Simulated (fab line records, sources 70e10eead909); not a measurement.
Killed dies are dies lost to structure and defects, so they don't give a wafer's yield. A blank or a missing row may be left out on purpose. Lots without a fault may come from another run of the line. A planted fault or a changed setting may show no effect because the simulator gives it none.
A struck lot beside a sound one | flow nand_harc | 15 steps out of a route of 1159
Sound: wafers L386.1, L386.3, L386.5. Struck: wafer L404.4. (L404.5 of the same lot was not struck and is left out.) The cause comes at the end.
At each step with rows: each side's tool, then ch and its chambers, then its first start. Under that, the readings that differ: sound wafers | struck wafers | difference of the means | sigmas: that difference in standard deviations of wafers without a fault.
alike: readings whose means differ by less than 2 such deviations, and words and numbers that are the same on both sides. not compared: withheld readings, readings that some wafer has no value for, bounds like >300 that may hide the same value, and numbers for which the record gives no deviation and whose values overlap.
The two part at a step that has a row with sigmas, a row that says differs or no value, or rows on one side only. Numbers that don't overlap but have no deviation are shown without sigmas and don't part them. A reading that every wafer of one side lacks parts them only if that side has two wafers or more.

first, 2 steps without rows for these wafers: NHARC_A_CONTACT_STRIP_104 (strips in CF4/CHF3); NHARC_A_CONTACT_STRIP_105 (strips in O2/COS).
NHARC_A_CONTACT_ETCH_106: etches the open film in CF4/O2, target depth 60 nm, overetch 6 nm, time 33 s.
  sound on rie_diel-06 ch 0,3, day 18 06:49; struck on rie_diel-07 ch 3, day 21 12:08
  reading                         | sound          | struck | difference | sigmas
  showerhead_plenum_p_Torr (Torr) | 1.26 1.25 1.25 | 1.41   | +0.16      | +3
  alike: bias_w, drypump_motor_current_A, mfc_ar_sccm, oes_product_au, rf_vpp_V, throttle_valve_pct
  not compared: rf_hours_counter_h
NHARC_A_CONTACT_STRIP_82: strips in O2.
  sound on rie_diel-06 ch 0,1,2; struck on rie_diel-07 ch 1
  alike: drypump_motor_current_A, mfc_ar_sccm, oes_product_au, rf_vpp_V, showerhead_plenum_p_Torr, throttle_valve_pct
  not compared: rf_hours_counter_h
then, 1 step without rows for these wafers: NHARC_A_CONTACT_STRIP_83 (strips in post etch residue remover, time 600 s).
NHARC_A_CONTACT_DEP_84: deposits aC, target thk 2000 nm.
  sound on acl_dep-01 ch 0, day 18 10:34; struck on acl_dep-01 ch 0, day 21 13:34
  reading                | sound                | struck | difference | sigmas
  throttle_valve_pct (%) | 35.008 34.983 35.013 | 34.979 | -0.022     | -2
NHARC_A_CONTACT_DEP_85: deposits SiON, target thk 50 nm.
  sound on pecvd-02 ch 1,2, day 18 11:50; struck on pecvd-03 ch 2, day 21 14:24
  reading                  | sound       | struck | difference | sigmas
  heater_power_outer_w (W) | 469 281 286 | 766    | +421       | +3
  heater_power_w (W)       | 757 505 512 | 1098   | +507       | +4
then, 5 steps without rows for these wafers: NHARC_A_CONTACT_DEHYDRATE_00 (time 120 s); NHARC_A_CONTACT_HMDS_01 (time 30 s); NHARC_A_CONTACT_COAT_86 (time 75 s); NHARC_A_CONTACT_COAT_87 (time 65 s); NHARC_A_CONTACT_COAT_02 (resist thk 90 nm).
NHARC_A_CONTACT_SOFTBAKE_03: time 55 s.
  sound on litho_track-04 ch 0, day 18 12:00; struck on litho_track-01 ch 0, day 21 14:00
  reading                  | sound                | struck | difference | sigmas
  chill_plate_temp_C (C)   | 22.96 23.22 23.17    | 22.90  | -0.22      | -2
  heater_power_total_W (W) | 188.43 188.39 188.45 | 222.52 | +34.10     | +99 or more
  not compared: plate_temp_C
then, 2 steps without rows for these wafers: NHARC_A_CONTACT_EBR_04; NHARC_END_SORT_01.

WHERE THEY PART
First at NHARC_A_CONTACT_ETCH_106; last, within this record, at NHARC_A_CONTACT_SOFTBAKE_03.

WHY: what the simulator had put in
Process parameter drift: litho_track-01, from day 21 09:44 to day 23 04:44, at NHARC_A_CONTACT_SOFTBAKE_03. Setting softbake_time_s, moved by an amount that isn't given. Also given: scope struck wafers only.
